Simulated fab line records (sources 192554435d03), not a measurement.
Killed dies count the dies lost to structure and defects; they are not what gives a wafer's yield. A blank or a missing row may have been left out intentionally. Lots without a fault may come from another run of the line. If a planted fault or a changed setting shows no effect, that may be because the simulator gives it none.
fab line records -- flow n5_finfet
[record] lots = 6, wafers = 18, last_day = 17
route steps=1938 shown MOL_CONTACT_COAG@607 PASSIVATION@1936
lots untouched by any fault: they come from a run of this same line in which no faults occurred
start_h: hours from the record's first day to the start of the lot's first wafer shown -- wait_h: how many hours have passed since the lot's step before this one -- " unchanged from the row above -- L1.1+2: several wafers, shown together as one row -- - no value, or no start was given -- * or withheld: withheld -- < > ~ a bound
route shown NAME@n: names a module that has steps shown in the file, with the first one's number in the route -- usual: average and standard deviation across the fault-free wafers -- same: alike in all rows -- chamber/n: place in a boat -- sites: each site's reading -- _std_site: standard deviation across them -- _edge_site: inner sites' mean taken away from outer sites' mean -- radius_mm: how far each site lies from the wafer's centre -- mask NAME#n: copy n -- behind: the tool/chamber that last shaped the wafer -- hold: why the lot went on hold/how many hours it stayed there/how the hold came to an end -- device: the transistor (n, p or np) that didn't switch -- end of line: the route-end tests of the same wafers -- a step with no rows: only its recipe -- killed: dies that structure and defects cost at the first sort, which is not the same as the wafer's yield -- map: the dies of a wafer, with x for killed, . for not killed, _ for no die there
set.NAME: the setting the step ran with; set.NAME@STEP: the setting that earlier step ran with -- model.NAME: the simulator's own value behind a step, which no gauge read
a table for each step, a row for each wafer; lots at some steps of the route
services: when a tool's chamber went out of use (start_h, in hours from the record's first day, below 0 if earlier), for how many hours, and the reason
[[steps]]
[step N5_MOL_CONTACT_COAG_ETCH_66]
[recipe] chemistry = CF4, target = SiARC, target_depth_a = 130, mask_material = CAR-EUV, time_s = 21.7, ion_energy_ev = 80, pressure_mtorr = 40, source_w = 545, bias_w = 36, Ar_flow_sccm = 100, cf4_flow_sccm = 100, ends = cleared
[step N5_MOL_CONTACT_COAG_ALD_133]
[recipe] material = SiO2, target_thk_a = 50, temp_c = 100, ald_precursor_family = BDEAS, ald_co_reactant = O2-plasma, pulse_time_s = 1, co_reactant_pulse_time_s = 1, purge_time_s = 2, co_reactant_purge_time_s = 2, ald_cycles = 35, pressure_torr = 2
[step N5_MOL_CONTACT_COAG_ETCHBACK_134]
[recipe] chemistry = CHF3, target = SiO2, target_depth_a = 100, time_s = 6.7, ion_energy_ev = 200, pressure_mtorr = 30, source_w = 610, bias_w = 170, Ar_flow_sccm = 200, CHF3_flow_sccm = 50
[usual] CHF3_flow_sccm = 50.01/0.16, drypump_motor_current_A = 5.3/0.58, oes_product_au = 0.77/0.1, rf_vpp_V = 526/16, showerhead_plenum_p_Torr = 2.35/0.075, throttle_valve_pct = 18.66/0.29
lot.wafer,tool,chamber,start_h,wait_h,CHF3_flow_sccm,drypump_motor_current_A,oes_product_au,rf_hours_counter_h,rf_vpp_V,showerhead_plenum_p_Torr,throttle_valve_pct
L683.1,rie_diel-01,1,107.71,0.1,50.02,4.7,0.75,174,507,2.48,18.88
L683.3,rie_diel-01,0,107.71,0.1,49.82,4.9,0.68,244,549,2.35,18.85
L683.5,rie_diel-01,1,107.71,0.1,50.07,4.7,0.74,-,509,2.48,18.87
L686.3,rie_diel-05,1,124.55,0.7,49.79,6.4,0.75,-,529,2.30,18.80
L686.4,rie_diel-05,3,124.55,0.7,50.01,4.9,0.76,-,502,2.29,18.84
L686.5,rie_diel-05,3,124.55,0.7,50.05,4.9,0.76,-,503,2.29,18.83
L694.3,rie_diel-04,3,176.30,0.1,50.00,4.9,0.70,200,557,2.47,19.08
L694.4,rie_diel-04,2,176.30,0.1,50.31,5.3,0.72,-,508,2.27,18.48
L694.6,rie_diel-04,3,176.30,0.1,49.83,4.9,0.69,-,554,2.47,19.07
L695.2,rie_diel-04,1,181.87,0.1,49.95,5.4,0.96,2,543,2.51,18.31
L695.3,rie_diel-04,2,181.87,0.1,50.16,5.3,0.72,194,508,2.27,18.48
L695.5,rie_diel-04,1,181.87,0.1,49.90,5.3,0.96,-,542,2.51,18.31
L698.1,rie_diel-05,1,195.21,0.1,50.23,6.4,0.72,176,529,2.29,18.84
L698.3,rie_diel-05,3,195.21,0.1,50.09,4.8,0.72,192,503,2.28,18.88
L698.4,rie_diel-05,2,195.21,0.1,49.98,5.2,0.83,71,527,2.41,18.32
L704.1,rie_diel-04,0,233.94,0.2,50.08,5.5,0.95,10,532,2.34,18.76
L704.2,rie_diel-04,1,233.94,0.2,49.91,5.3,0.89,24,543,2.50,18.34
L704.4,rie_diel-04,2,233.94,0.2,49.88,5.3,0.70,217,506,2.26,18.52
[step N5_MOL_CONTACT_COAG_ETCH_67]
[recipe] chemistry = N2/H2, target = SOC, target_depth_a = 600, overetch_a = 210, mask_material = SiARC, temp_c = 40, time_s = 101.2, ion_energy_ev = 200, pressure_mtorr = 30, source_w = 840, bias_w = 150, n2_flow_sccm = 200, h2_flow_sccm = 200
[step N5_MOL_CONTACT_COAG_STRIP_68]
[recipe] chemistry = N2/H2, temp_c = 40, n2_flow_sccm = 200, h2_flow_sccm = 200, rf_frequency_hz = 6e+07
[step N5_MOL_CONTACT_COAG_STRIP_69]
[recipe] chemistry = N2/H2, temp_c = 40, n2_flow_sccm = 200, h2_flow_sccm = 200, rf_frequency_hz = 6e+07
[step N5_MOL_CONTACT_COAG_ETCHBACK_136]
[recipe] chemistry = CHF3, target = SiO2, target_depth_a = 250, time_s = 16.7, ion_energy_ev = 200, pressure_mtorr = 30, source_w = 610, bias_w = 170, Ar_flow_sccm = 200, CHF3_flow_sccm = 50
[usual] CHF3_flow_sccm = 50.01/0.15, drypump_motor_current_A = 5.3/0.58, oes_product_au = 0.77/0.1, rf_vpp_V = 526/16, showerhead_plenum_p_Torr = 2.35/0.075, throttle_valve_pct = 18.66/0.29
lot.wafer,tool,chamber,start_h,wait_h,CHF3_flow_sccm,drypump_motor_current_A,oes_product_au,rf_hours_counter_h,rf_vpp_V,showerhead_plenum_p_Torr,throttle_valve_pct
L683.1,rie_diel-01,1,107.83,0.0,50.06,4.7,0.74,174,509,2.48,18.87
L683.3,rie_diel-01,0,107.83,0.0,50.07,4.9,0.68,244,550,2.35,18.85
L683.5,rie_diel-01,1,107.83,0.0,50.08,4.7,0.74,-,508,2.48,18.87
L686.3,rie_diel-05,1,124.73,0.0,49.97,6.4,0.74,-,530,2.30,18.79
L686.4,rie_diel-05,3,124.73,0.0,50.05,4.8,0.76,-,502,2.29,18.82
L686.5,rie_diel-05,3,124.73,0.0,50.16,4.9,0.75,-,501,2.29,18.82
L694.3,rie_diel-04,3,176.42,0.0,49.70,4.9,0.70,200,555,2.47,19.06
L694.4,rie_diel-04,2,176.42,0.0,50.14,5.3,0.71,-,507,2.27,18.48
L694.6,rie_diel-04,3,176.42,0.0,49.74,4.9,0.70,-,555,2.47,19.08
L695.2,rie_diel-04,1,181.99,0.0,50.11,5.3,0.97,2,543,2.51,18.33
L695.3,rie_diel-04,2,181.99,0.0,50.27,5.3,0.71,194,508,2.27,18.50
L695.5,rie_diel-04,1,181.99,0.0,50.17,5.3,0.97,-,544,2.51,18.33
L698.1,rie_diel-05,1,195.33,0.0,50.10,6.4,0.73,176,528,2.29,18.84
L698.3,rie_diel-05,3,195.33,0.0,50.15,4.9,0.73,192,502,2.28,18.88
L698.4,rie_diel-05,2,195.33,0.0,49.80,5.2,0.83,71,528,2.41,18.32
L704.1,rie_diel-04,0,234.07,0.0,49.79,5.4,0.95,10,533,2.34,18.76
L704.2,rie_diel-04,1,234.07,0.0,49.60,5.4,0.89,24,542,2.50,18.35
L704.4,rie_diel-04,2,234.07,0.0,49.90,5.3,0.69,217,507,2.26,18.51
[step N5_MOL_CONTACT_COAG_STRIP_120]
[recipe] chemistry = CHF3, resist = SiARC, rf_frequency_hz = 6e+07
[step N5_MOL_CONTACT_COAG_VIA_ETCH_117]
[recipe] chemistry = C4F6/O2, target_depth_a = 400, overetch_a = 80, mask_material = SOC, target = SiO2, bias_w = 455, pressure_mtorr = 10, time_s = 26, source_w = 325, Ar_flow_sccm = 300, C4F6_flow_sccm = 10, O2_flow_sccm = 10, ion_energy_ev = 575.3, ends = end_point
[usual] drypump_motor_current_A = 5.3/0.58, oes_product_au = 0.70/0.082, rf_vpp_V = 1592/47, showerhead_plenum_p_Torr = 2.81/0.089, throttle_valve_pct = 41.1/0.67
lot.wafer,tool,chamber,start_h,wait_h,drypump_motor_current_A,oes_product_au,rf_hours_counter_h,rf_vpp_V,showerhead_plenum_p_Torr,throttle_valve_pct
L683.1,rie_diel-01,1,107.87,0.0,4.7,0.66,174,1539,2.95,41.6
L683.3,rie_diel-01,0,107.87,0.0,4.9,0.62,244,1657,2.82,40.7
L683.5,rie_diel-01,1,107.87,0.0,4.7,0.67,-,1538,2.95,41.6
L686.3,rie_diel-05,1,124.79,0.0,6.4,0.71,-,1601,2.75,41.8
L686.4,rie_diel-05,3,124.79,0.0,4.8,0.67,-,1527,2.74,41.2
L686.5,rie_diel-05,3,124.79,0.0,4.9,0.66,-,1526,2.74,41.3
L694.3,rie_diel-04,3,176.45,0.0,4.8,0.64,200,1679,2.95,42.2
L694.4,rie_diel-04,2,176.45,0.0,5.3,0.63,-,1541,2.71,41.1
L694.6,rie_diel-04,3,176.45,0.0,4.9,0.63,-,1678,2.95,42.2
L695.2,rie_diel-04,1,182.02,0.0,5.4,0.86,2,1639,2.99,40.6
L695.3,rie_diel-04,2,182.02,0.0,5.3,0.64,194,1539,2.71,41.1
L695.5,rie_diel-04,1,182.02,0.0,5.4,0.87,-,1641,2.99,40.6
L698.1,rie_diel-05,1,195.37,0.0,6.5,0.68,176,1600,2.74,41.8
L698.3,rie_diel-05,3,195.37,0.0,4.9,0.64,192,1525,2.72,41.3
L698.4,rie_diel-05,2,195.37,0.0,5.2,0.74,71,1599,2.88,40.7
L704.1,rie_diel-04,0,234.10,0.0,5.5,0.85,10,1610,2.79,41.6
L704.2,rie_diel-04,1,234.10,0.0,5.4,0.81,24,1638,2.98,40.6
L704.4,rie_diel-04,2,234.10,0.0,5.3,0.62,217,1540,2.70,41.1
[step N5_MOL_CONTACT_COAG_ETCH_124]
[recipe] chemistry = CH3F/O2, target = SiNx, target_depth_a = 65, mask_material = SOC, stop_on = SiOC, over_etch_frac = 0.3, ion_energy_ev = 120, pressure_mtorr = 30, source_w = 395, bias_w = 73, Ar_flow_sccm = 150, CH3F_flow_sccm = 30, O2_flow_sccm = 20, ends = end_point
[usual] CH3F_flow_sccm = 29.99/0.085, drypump_motor_current_A = 5.3/0.58, oes_product_au = 0.66/0.081, rf_vpp_V = 298/9.1, showerhead_plenum_p_Torr = 1.97/0.065, throttle_valve_pct = 16.26/0.28
lot.wafer,tool,chamber,start_h,wait_h,CH3F_flow_sccm,drypump_motor_current_A,oes_product_au,rf_hours_counter_h,rf_vpp_V,showerhead_plenum_p_Torr,throttle_valve_pct
L683.1,rie_diel-01,1,107.90,0.0,30.07,4.7,0.64,174,286,2.07,16.40
L683.3,rie_diel-01,0,107.90,0.0,29.99,4.9,0.58,244,311,1.98,16.50
L683.5,rie_diel-01,1,107.90,0.0,30.15,4.7,0.64,-,288,2.07,16.42
L686.3,rie_diel-05,1,124.84,0.0,30.09,6.4,0.66,-,300,1.93,16.36
L686.4,rie_diel-05,3,124.84,0.0,30.09,4.8,0.64,-,286,1.92,16.44
L686.5,rie_diel-05,3,124.84,0.0,30.01,4.9,0.64,-,286,1.92,16.44
L694.3,rie_diel-04,3,176.48,0.0,30.04,4.9,0.60,200,315,2.08,16.66
L694.4,rie_diel-04,2,176.48,0.0,30.15,5.3,0.61,-,289,1.90,16.11
L694.6,rie_diel-04,3,176.48,0.0,29.94,4.8,0.61,-,314,2.08,16.68
L695.2,rie_diel-04,1,182.05,0.0,29.86,5.3,0.82,2,308,2.12,15.91
L695.3,rie_diel-04,2,182.05,0.0,30.04,5.3,0.61,194,289,1.90,16.10
L695.5,rie_diel-04,1,182.05,0.0,29.93,5.3,0.83,-,308,2.11,15.90
L698.1,rie_diel-05,1,195.40,0.0,29.99,6.4,0.64,176,302,1.92,16.42
L698.3,rie_diel-05,3,195.40,0.0,30.16,4.8,0.62,192,285,1.91,16.48
L698.4,rie_diel-05,2,195.40,0.0,30.02,5.2,0.70,71,299,2.03,15.94
L704.1,rie_diel-04,0,234.13,0.0,29.87,5.5,0.82,10,303,1.96,16.30
L704.2,rie_diel-04,1,234.13,0.0,29.97,5.3,0.77,24,309,2.11,15.94
L704.4,rie_diel-04,2,234.13,0.0,29.88,5.3,0.60,217,289,1.89,16.15
[step N5_MOL_CONTACT_COAG_ETCH_48]
[recipe] chemistry = C4F6/O2, target_depth_a = 150, overetch_a = 45, mask_material = SOC, target = SiOC, bias_w = 465, pressure_mtorr = 10, time_s = 17, source_w = 335, Ar_flow_sccm = 300, C4F6_flow_sccm = 10, O2_flow_sccm = 10, ion_energy_ev = 576
[step N5_MOL_CONTACT_COAG_STRIP_72]
[recipe] chemistry = N2/H2, power_w = 450, temp_c = 40, pressure_mtorr = 20, rf_frequency_hz = 6e+07, overash_fraction = 3, bias_power_w = 7, h2_frac = 0.5, n2_flow_sccm = 200, h2_flow_sccm = 200
[usual] bias_power_w = 7.001/0.022, chamber_pressure_mTorr = 19.99/0.046, drypump_motor_current_A = 5.3/0.58, oes_product_au = 0.78/0.1, rf_vpp_V = 58.7/2, showerhead_plenum_p_Torr = 2.51/0.075, throttle_valve_pct = 23.6/0.3
[same] overash_fraction = 3
lot.wafer,tool,chamber,start_h,wait_h,bias_power_w,chamber_pressure_mTorr,drypump_motor_current_A,oes_product_au,rf_hours_counter_h,rf_vpp_V,showerhead_plenum_p_Torr,throttle_valve_pct
L683.1,rie_diel-01,1,107.99,0.0,6.953,20.00,4.7,0.75,174,60.5,2.63,23.7
L683.3,rie_diel-01,0,107.99,0.0,7.003,20.02,4.9,0.67,244,58.2,2.47,23.3
L683.5,rie_diel-01,1,107.99,0.0,6.967,19.96,4.8,0.75,-,58.9,2.63,23.7
L686.3,rie_diel-05,1,124.99,0.1,6.985,19.92,6.4,0.76,-,58.1,2.46,23.9
L686.4,rie_diel-05,3,124.99,0.1,7.012,20.03,4.9,0.76,-,58.3,2.43,23.6
L686.5,rie_diel-05,3,124.99,0.1,6.997,19.97,4.9,0.75,-,61.8,2.43,23.6
L694.3,rie_diel-04,3,176.58,0.0,6.988,20.00,4.9,0.71,200,59.4,2.61,23.9
L694.4,rie_diel-04,2,176.58,0.0,7.006,20.03,5.3,0.72,-,58.1,2.44,23.7
L694.6,rie_diel-04,3,176.58,0.0,6.982,20.02,4.9,0.68,-,58.1,2.61,23.9
L695.2,rie_diel-04,1,182.15,0.0,7.029,20.06,5.4,1.00,2,61.0,2.71,23.6
L695.3,rie_diel-04,2,182.15,0.0,6.997,19.98,5.3,0.70,194,58.7,2.44,23.7
L695.5,rie_diel-04,1,182.15,0.0,6.999,20.05,5.3,0.98,-,59.6,2.71,23.6
L698.1,rie_diel-05,1,195.49,0.0,6.979,19.97,6.5,0.75,176,56.1,2.45,24.0
L698.3,rie_diel-05,3,195.49,0.0,6.974,20.10,4.9,0.73,192,57.5,2.42,23.6
L698.4,rie_diel-05,2,195.49,0.0,7.013,19.98,5.2,0.85,71,59.0,2.56,23.0
L704.1,rie_diel-04,0,234.22,0.0,7.026,19.99,5.5,0.96,10,57.0,2.49,23.9
L704.2,rie_diel-04,1,234.22,0.0,6.971,19.97,5.3,0.91,24,58.7,2.70,23.6
L704.4,rie_diel-04,2,234.22,0.0,6.966,19.98,5.3,0.69,217,59.5,2.43,23.7
[step N5_MOL_CONTACT_COAG_STRIP_49]
[recipe] chemistry = N2/H2, time_s = 30, power_w = 1000, temp_c = 250, pressure_mtorr = withheld, n2_flow_sccm = 1750, h2_flow_sccm = 3250
[usual] drypump_motor_current_A = 5.4/0.4, h2_flow_sccm = 3250/9.1, heater_power_w = 313/10
lot.wafer,tool,chamber,start_h,wait_h,drypump_motor_current_A,h2_flow_sccm,heater_power_w,rf_hours_counter_h
L683.1,plasma_asher-02,1,108.07,-,5.7,3240,313,95
L683.3,plasma_asher-02,0,108.07,-,5.1,3243,323,-
L683.5,plasma_asher-02,1,108.07,-,5.7,3245,313,-
L686.3,plasma_asher-01,0,125.09,-,5.8,3261,316,-
L686.4,plasma_asher-01,1,125.09,-,4.9,3261,305,-
L686.5,plasma_asher-01,0,125.09,-,5.8,3278,312,-
L694.3,plasma_asher-02,0,176.68,-,-,-,-,-
L694.4,plasma_asher-02,1,176.68,-,-,-,-,-
L694.6,plasma_asher-02,1,176.68,-,-,-,-,-
L695.2,plasma_asher-02,0,182.23,-,-,-,-,-
L695.3,plasma_asher-02,0,182.23,-,-,-,-,-
L695.5,plasma_asher-02,0,182.23,-,-,-,-,-
L698.1,plasma_asher-01,1,195.57,-,4.9,3254,305,62
L698.3,plasma_asher-01,0,195.57,-,5.8,3251,315,-
L698.4,plasma_asher-01,1,195.57,-,4.9,3241,312,-
L704.1,plasma_asher-02,0,234.30,-,5.1,3248,330,120
L704.2,plasma_asher-02,1,234.30,-,5.7,3248,314,120
L704.4,plasma_asher-02,1,234.30,-,5.7,3241,308,-
[step N5_MOL_CONTACT_COAG_PRECLEAN_138]
[recipe] chemistry = alkaline_clean, temp_c = 60, time_s = 60, do_ppb = 50
[step N5_PASSIVATION_PROBE_49]
[usual] killed_at_M0_to_M3 = 35/11, killed_at_M4_up = 13/5.7, killed_at_contacts = 12/5.7, killed_at_front_end = 40/11, killed_at_other = 4/4.4, killed_dies = 105/18, killed_open = 68/14, killed_short = 34/7.4
[same] gross_dies = 1180, killed_at_back_side = 0
lot.wafer,tool,chamber,start_h,wait_h,killed_at_M0_to_M3,killed_at_M4_up,killed_at_contacts,killed_at_front_end,killed_at_other,killed_dies,killed_open,killed_short
L683.1,prober-01,-,268.44,0.0,38,19,11,43,16,127,88,37
L683.3,prober-01,-,268.54,0.1,25,19,7,50,10,111,79,31
L683.5,prober-01,-,268.64,0.2,32,17,7,52,17,125,76,48
L694.6,prober-01,-,327.73,0.3,27,21,13,23,3,87,61,23
L695.2,prober-02,-,345.91,0.4,25,10,11,56,1,103,67,33
L695.3,prober-02,-,345.96,0.4,32,19,4,39,5,99,75,24
L698.1,prober-02,-,367.59,0.0,34,9,8,37,2,90,59,31
L698.3,prober-02,-,367.69,0.1,36,12,16,31,2,97,68,28
L698.4,prober-02,-,367.74,0.2,36,24,27,28,3,118,80,37
// killed by level:class
L683.1 STI_FIN_REVEAL:geometric_particle:open=12 BEOL_M0_SAQP:geometric_particle:open=10 FIN_SAQP:geometric_particle:open=9 MOL_CONTACT_COAG:geometric_particle:open=9 BEOL_M1:geometric_particle:open=9 FIN_SAQP:geometric_particle:short=8 BEOL_M4:geometric_particle:open=7 BEOL_M0_SAQP:geometric_particle:short=6
L683.3 FIN_SAQP:geometric_particle:open=19 BEOL_M4:geometric_particle:open=13 FIN_SAQP:geometric_particle:short=10 STI_FIN_REVEAL:geometric_particle:open=8 MOL_CONTACT_COAG:geometric_particle:open=7 BEOL_M0_SAQP:geometric_particle:open=6 BEOL_M0:geometric_particle:open=6 BEOL_M0_SAQP:geometric_particle:short=4
L683.5 STI_FIN_REVEAL:geometric_particle:open=17 FIN_SAQP:geometric_particle:short=15 FIN_SAQP:geometric_particle:open=9 BEOL_M0_SAQP:geometric_particle:short=9 BEOL_M1:geometric_particle:open=8 BEOL_M4:geometric_particle:open=8 BEOL_M0_SAQP:geometric_particle:open=6 MOL_CONTACT_COAG:geometric_particle:open=5
L694.6 BEOL_M0_SAQP:geometric_particle:open=12 BEOL_M4:geometric_particle:open=12 MOL_CONTACT_COAG:geometric_particle:open=9 FIN_SAQP:geometric_particle:open=6 BEOL_M0_SAQP:geometric_particle:short=5 MOL_CONTACT_COAG:geometric_particle:short=4 BEOL_M1:geometric_particle:open=4 STARTING-WAFER:geometric_particle:short=3
L695.2 STI_FIN_REVEAL:geometric_particle:open=25 MOL_CONTACT_COAG:geometric_particle:open=8 BEOL_M0_SAQP:geometric_particle:open=8 BEOL_M0_SAQP:geometric_particle:short=7 GATE_CUT:geometric_particle:short=5 FIN_SAQP:geometric_particle:short=4 FIN_SAQP:geometric_particle:open=4 BEOL_M2:geometric_particle:open=4
L695.3 STI_FIN_REVEAL:geometric_particle:open=16 BEOL_M4:geometric_particle:open=11 BEOL_M0_SAQP:geometric_particle:open=10 BEOL_M3:geometric_particle:open=9 FIN_SAQP:geometric_particle:open=6 GATE_CUT:geometric_particle:short=4 BEOL_M2:geometric_particle:open=4 MOL_CONTACT_COAG:geometric_particle:open=3
L698.1 FIN_SAQP:geometric_particle:open=8 STI_FIN_REVEAL:geometric_particle:open=8 MOL_CONTACT_COAG:geometric_particle:open=7 BEOL_M1:geometric_particle:open=7 BEOL_M1:geometric_particle:short=7 BEOL_M4:geometric_particle:open=6 BEOL_M0_SAQP:geometric_particle:short=6 BEOL_M0_SAQP:geometric_particle:open=6
L698.3 BEOL_M1:geometric_particle:open=18 MOL_CONTACT_COAG:geometric_particle:open=12 DUMMY_GATE:geometric_particle:open=9 FIN_SAQP:geometric_particle:short=6 BEOL_M4:geometric_particle:open=6 FIN_SAQP:geometric_particle:open=4 STI_FIN_REVEAL:geometric_particle:open=4 DUMMY_GATE:geometric_particle:short=4
L698.4 MOL_CONTACT_COAG:geometric_particle:open=21 BEOL_M4:geometric_particle:open=15 BEOL_M0_SAQP:geometric_particle:short=7 MOL_CONTACT_COAG:geometric_particle:short=6 BEOL_M0_SAQP:geometric_particle:open=6 BEOL_M2:geometric_particle:open=6 FIN_SAQP:geometric_particle:open=5 BEOL_M1:geometric_particle:open=5
[[services]]
tool,chamber,start_h,hours,kind
plasma_asher-01,-,96.63,1.2,repair
rie_diel-01,-,102.19,4.3,pm
rie_diel-01,2,107.31,5.2,repair
rie_diel-01,-,114.81,14.6,pm
rie_diel-05,0,119.05,-,clean
rie_diel-05,0,119.05,-,consumable_replace:focus_ring
rie_diel-05,0,119.05,23.4,scheduled_down
rie_diel-05,0,119.05,23.4,vent_cycle
rie_diel-05,2,120.99,4.6,repair
rie_diel-01,0,141.86,-,clean
rie_diel-01,0,141.86,-,consumable_replace:focus_ring
rie_diel-01,0,141.86,13.6,scheduled_down
rie_diel-01,0,141.86,13.6,vent_cycle
rie_diel-04,1,152.74,6.5,repair
rie_diel-04,1,165.36,-,clean
rie_diel-04,1,165.36,-,consumable_replace:focus_ring
rie_diel-04,1,165.36,-,consumable_replace:showerhead
rie_diel-04,1,165.36,12.3,scheduled_down
rie_diel-04,1,165.36,12.3,vent_cycle
rie_diel-04,0,177.71,-,clean
rie_diel-04,0,177.71,-,consumable_replace:focus_ring
rie_diel-04,0,177.71,25.2,scheduled_down
rie_diel-04,0,177.71,25.2,vent_cycle
rie_diel-01,3,197.18,-,clean
[[key]]
[first_sign] step = N5_MOL_CONTACT_COAG_STRIP_49, reading = tool_record, direction = missing
effect none on later readings
met_at N5_MOL_CONTACT_COAG_STRIP_49
struck_wafers L694.3,L694.4,L694.6,L695.2,L695.3,L695.5
tester_left_out L694,L695
onset_between 108.07 176.68
[fault] kind = skipped_step_whole, tool = plasma_asher-02, chamber = -, onset_h = 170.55, steps = N5_MOL_CONTACT_COAG_STRIP_49, scope = struck_lots_only
// tester_left_out: of these lots the tester's yield and bins aren't shown, on N5 and GAA mostly nor the transistor test; their killed dies are dies lost to structure and defects alone, not to doping, threshold or leakage, so they don't give the yield
